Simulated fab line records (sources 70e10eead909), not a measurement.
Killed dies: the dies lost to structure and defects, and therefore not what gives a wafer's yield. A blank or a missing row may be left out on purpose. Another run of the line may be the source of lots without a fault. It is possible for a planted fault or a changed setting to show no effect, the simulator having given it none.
Which tool did it? :: flow nand_harc :: 6 lots with 18 wafers sampled at 4 steps, on a route of 1302 steps

WHAT THE GAUGES READ, wafer by wafer
NHARC_THIN_TSV_CD_MEAS_37.
lot: L983
measured: day 25 01:08
on: cd_sem-01
cd_nm (nm): 4993.5 4995.4 5000.7

lot: L986
measured: day 25 14:00
on: cd_sem-01
cd_nm (nm): 4993.9 4992.9 4992.0

lot: L988
measured: day 27 05:48
on: cd_sem-02
cd_nm (nm): 4997.3 4995.5 4998.6

lot: L995
measured: day 29 04:50
on: cd_sem-03
cd_nm (nm): 4997.1 5005.6 5001.5

lot: L999
measured: day 30 23:38
on: cd_sem-02
cd_nm (nm): 4996.8 5001.5 4996.2

lot: L105
measured: day 33 03:16
on: cd_sem-02
cd_nm (nm): 5000.5 5004.2 5000.0

WHAT TOOL EACH LOT RAN ON (gives the tool, then ch and the chambers of the sampled wafers, and finally the start)
lot: L983
NHARC_P_GATE_EXPOSE_56: krf_scanner-01 ch 0, day 6 05:44
NHARC_THIN_TSV_PVD_51: pvd_sputter-01, day 24 23:44 or earlier
NHARC_THIN_TSV_ETCH_59: rie_metal-03 ch 0, day 24 23:44

lot: L986
NHARC_P_GATE_EXPOSE_56: krf_scanner-02 ch 0, day 7 10:56
NHARC_THIN_TSV_PVD_51: pvd_sputter-02, day 25 12:49 or earlier
NHARC_THIN_TSV_ETCH_59: rie_metal-02 ch 0,1, day 25 12:49

lot: L988
NHARC_P_GATE_EXPOSE_56: krf_scanner-02 ch 0, day 8 04:20
NHARC_THIN_TSV_PVD_51: pvd_sputter-01, day 27 04:41 or earlier
NHARC_THIN_TSV_ETCH_59: rie_metal-02 ch 0,1, day 27 04:41

lot: L995
NHARC_P_GATE_EXPOSE_56: krf_scanner-01 ch 0, day 10 20:52
NHARC_THIN_TSV_PVD_51: pvd_sputter-01, day 29 03:40 or earlier
NHARC_THIN_TSV_ETCH_59: rie_metal-01 ch 0,1, day 29 03:40

lot: L999
NHARC_P_GATE_EXPOSE_56: krf_scanner-01 ch 0, day 12 20:41
NHARC_THIN_TSV_PVD_51: pvd_sputter-03, day 30 22:29 or earlier
NHARC_THIN_TSV_ETCH_59: rie_metal-01 ch 0,1, day 30 22:29

lot: L105
NHARC_P_GATE_EXPOSE_56: krf_scanner-01 ch 0, day 15 03:30
NHARC_THIN_TSV_PVD_51: pvd_sputter-03, day 33 02:07 or earlier
NHARC_THIN_TSV_ETCH_59: rie_metal-03 ch 0, day 33 02:07
- NHARC_P_GATE_EXPOSE_56: exposes mask P PSD, target cd 720 nm.
- NHARC_THIN_TSV_PVD_51: deposits Cu, target thk 100 nm.
- NHARC_THIN_TSV_ETCH_59: etches the open film in Cl2/BCl3, target depth 880 nm, time 138.1 s.

THE ANSWER, worked out from the rows above alone
Rule: what is usual is taken from the lots themselves. Put in order of their means at a reading, lots are off if they are a third of the lots or fewer, leave a main group of 4 or more, and stand apart from it by a gap of 3 or more times the standard deviation of the main group's means; of several such gaps the widest counts. The tables above print the reading to a certain number of digits; a main group whose means all agree to those digits is not used. A lot without any number at a reading at which 4 lots or more have one is off too. The other lots that the step has rows for count as sound.
No lot is off at any reading shown: from this, nothing can be told.

WHAT THE SIMULATOR HAD INSERTED
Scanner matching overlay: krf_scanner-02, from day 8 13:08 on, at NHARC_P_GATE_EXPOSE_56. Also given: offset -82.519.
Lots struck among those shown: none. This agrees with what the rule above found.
